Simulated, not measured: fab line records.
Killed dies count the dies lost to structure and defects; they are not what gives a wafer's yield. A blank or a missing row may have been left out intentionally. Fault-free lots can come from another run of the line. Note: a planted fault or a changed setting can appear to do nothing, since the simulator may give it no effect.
Which tool is to blame? | flow n5Finfet | 12 lots, 36 wafers sampled, at 1 step of a route of 1938

## WHAT THE GAUGES SHOWED, per wafer
N5_BEOL_M4_THK_MEAS_53: measures by xrf.
lot  | measured     | on           | M4_THK (nm)
L076 | day 8 23:23  | filmMetro-01 | 40.1 38.8 38.8
L077 | day 9 06:01  | filmMetro-02 | 40.5 40.8 42.1
L079 | day 9 15:10  | filmMetro-01 | 39.4 40.3 39.8
L081 | day 10 09:01 | filmMetro-02 | 41.5 41.9 42.7
L082 | day 10 17:11 | filmMetro-02 | 40.6 40.5 40.5
L086 | day 11 00:52 | filmMetro-01 | 40.7 40.6 41.5
L085 | day 11 23:03 | filmMetro-01 | 39.3 42.3 41.6
L089 | day 12 05:08 | filmMetro-01 | 42.0 42.5 42.3
L091 | day 12 10:15 | filmMetro-01 | 41.0 41.2 40.8
L094 | day 13 11:17 | filmMetro-02 | 41.1 38.4 39.6
L095 | day 13 19:52 | filmMetro-01 | 41.2 40.2 40.3
L096 | day 14 03:56 | filmMetro-02 | 39.3 41.1 39.3

## WHICH TOOL RAN EACH LOT (tool, then ch and the chambers of the sampled wafers, then the start)
There is no process step in the record ahead of these readings.

## THE ANSWER, worked out from the rows above alone
Rule: the lots themselves supply what counts as usual. The widest of any qualifying gaps counts: lots, ordered by their means at a reading, are off when they make up no more than a third of the lots, leave a main group of 4 or more, and stand apart from it by 3 or more times the standard deviation of that group's means. A main group whose means are all the same, to the digits that the tables above print for the reading, isn't used. A lot without any number at a reading at which 4 lots or more have one is off too. All remaining lots with rows at the step are treated as sound.
Across all readings shown, no lot is off: no conclusion can be drawn from this.

## WHAT THE SIMULATOR HAD INSERTED
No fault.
